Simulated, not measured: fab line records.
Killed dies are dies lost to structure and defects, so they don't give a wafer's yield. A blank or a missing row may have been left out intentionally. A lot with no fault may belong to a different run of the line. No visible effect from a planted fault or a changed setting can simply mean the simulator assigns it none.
Comparing a struck lot with a sound one	flow n5Finfet	41 steps out of a route of 1938
Sound: the wafers L188.3, L188.4, L188.5. Wafers struck: L192.1, L192.5, L192.6. The cause is named last.
For every step that has rows: the tool of each side, followed by ch and its chambers, followed by its first start. Under that, the readings that differ: sound wafers	struck wafers	difference of the means	sigmas: that difference in standard deviations of wafers without a fault.
alike: words and numbers the same on both sides, and readings whose means are apart by under 2 such deviations; not compared: readings that were withheld, readings missing a value for some wafer, numbers with overlapping values and no deviation given by the record, and bounds like >300 which may hide the same value.
The two part at a step that has a row with sigmas, a row that says differs or no value, or rows on one side only. Non-overlapping numbers with no deviation appear without sigmas and do not part them. A reading that every wafer of one side lacks parts them only if that side has two wafers or more.

N5_BEOL_M0_STRIP_142: strips in N2/H2, time 10 s.
  sound on rieDiel-04 ch 1,2,3, day 7 23:31; struck on rieDiel-04 ch 1,2, day 9 03:52
  alike: biasPowerW, drypumpMotorCurrentA, oesProductAu, rfVppV, showerheadPlenumPTorr, throttleValvePct
  not compared: rfHoursCounterH
N5_BEOL_M0_OCD_MEAS_108:
  sound on ocd-02, day 7 23:37; struck on ocd-02, day 9 03:57
  alike: trenchDepthNm
then, 5 steps without rows for these wafers: N5_BEOL_M0_HM_STRIP_129 (strips TiN in peroxide tin strip, target depth 17 nm, time 108 s); N5_BEOL_M0_SRD_130 (time 30 s); N5_BEOL_M0_ETCH_109 (etches SiCN in CH3F/O2, target depth 8 nm, overetch 2.4 nm, time 27.4 s); N5_BEOL_M0_STRIP_139 (strips in post etch residue remover, time 60 s); N5_BEOL_M0_SRD_111 (time 30 s).
N5_BEOL_M0_DEGAS_112: time 60 s.
  sound on pvdSputter-02, day 8 00:16; struck on pvdSputter-02, day 9 04:55
  alike: heaterPowerW
then, 1 step without rows for these wafers: N5_BEOL_M0_PRE_CLEAN_113 (time 30 s).
N5_BEOL_M0_ALD_136: deposits TaN, pulse time 2 s, purge time 3 s, co reactant purge time 2 s.
  sound on aldMetal-02 ch 1,2,3, day 8 00:35; struck on aldMetal-02 ch 1,2, day 9 05:01
  alike: heaterPowerOuterW, heaterPowerW, precursorVesselCarrierSccm
then, 2 steps without rows for these wafers: N5_BEOL_M0_SURFACE_TREAT_137; N5_BEOL_M0_CVD_115 (deposits Co from CCTBA/H2, time 120 s).
N5_BEOL_M0_SPUTTER_116: material Cu, target thk 4 nm, time 7.37 s.
  sound on pvdSputter-03, day 8 01:10; struck on pvdSputter-03, day 9 05:42
  alike: chamberPressurePa, throttleValvePct
then, 8 steps without rows for these wafers: N5_BEOL_M0_ANNEAL_117 (time 60 s); N5_BEOL_M0_SPUTTER_132 (material Cu, target thk 4 nm, time 7.37 s); N5_BEOL_M0_ANNEAL_133 (time 60 s); N5_BEOL_M0_SPUTTER_134 (material Cu, target thk 4 nm, time 7.37 s); N5_BEOL_M0_ANNEAL_135 (time 60 s); N5_BEOL_M0_SPUTTER_141 (material Cu, target thk 4 nm, time 7.37 s); N5_BEOL_M0_ECD_118 (material Cu, target thk 300 nm); N5_BEOL_M0_ANNEAL_119 (time 90 s).
N5_BEOL_M0_CMP_120: polishes, stops on SiOC, t overpolish 6.9 s.
  sound on cmp-04 ch 0,1,3, day 8 02:06; struck on cmp-01 ch 1,2,3, day 9 06:38
  alike: barrierFieldEndpointS, motorCurrentA, overpolishRunS, timeToEndpointS
  not compared: padLifeWafers
then, 4 steps without rows for these wafers: N5_BEOL_M0_PRE_CLEAN_131 (time 15 s); N5_BEOL_M0_CO_CAP_123 (material Co, precursor CCTBA/H2, target thk 2 nm, time 102.1 s); N5_BEOL_M0_PRE_CLEAN_124 (time 15 s); N5_BEOL_M0_DEP_125 (deposits SiCN from 3MS/NH3, target thk 8 nm, time 14 s).
N5_BEOL_M0_RS_MEAS_126: a four-point-probe measurement.
  sound on filmMetro-01, day 8 02:37; struck on filmMetro-02, day 9 07:07
  alike: M0_RS
N5_BEOL_M1_ILD_DEP_00: deposits SiOC from DEMS/O2, target thk 79 nm, time 15.3 s.
  sound on pecvd-03 ch 0,1, day 8 02:40; struck on pecvd-03 ch 0,1, day 9 07:11
  alike: heaterPowerOuterW, heaterPowerW, showerheadPlenumPTorr, throttleValvePct
N5_BEOL_M1_THK_MEAS_01:
  sound on filmMetro-02, day 8 02:44; struck on filmMetro-01, day 9 07:15
  alike: M1_ILD_THK
then, 11 steps without rows for these wafers: N5_BEOL_M1_PECVD_72 (deposits SiO2 from TEOS/O2, target thk 16 nm, time 18 s); N5_BEOL_M1_HM_DEP_02 (deposits TiN, target thk 20 nm); N5_BEOL_M1_COAT_61 (time 60 s, resist thk 60 nm); N5_BEOL_M1_COAT_62 (time 60 s, resist thk 12 nm); N5_BEOL_M1_COAT_73 (time 60 s, resist thk 5 nm); N5_BEOL_M1_COAT_05 (resist thk 30 nm); N5_BEOL_M1_EBR_07; N5_BEOL_M1_SOFTBAKE_06 (time 60 s); N5_BEOL_M1_EXPOSE_08 (exposes mask M1); N5_BEOL_M1_PEB_09 (peb time 60 s); N5_BEOL_M1_DEVELOP_10 (develop time 30 s).
-- the record jumps here: 6 days lie between the struck wafers' starts before and after (it left off in module BEOL_M1 and takes up again in module PASSIVATION, whose first step shown is number 1936 of the route) --
N5_PASSIVATION_PROBE_49:
  only the struck wafers here have rows in the record (prober-01, day 15 10:32); the sound ones have none

WHERE THEY PART
Only at N5_PASSIVATION_PROBE_49, as far as this record shows.

WHY: what had been put in by the simulator
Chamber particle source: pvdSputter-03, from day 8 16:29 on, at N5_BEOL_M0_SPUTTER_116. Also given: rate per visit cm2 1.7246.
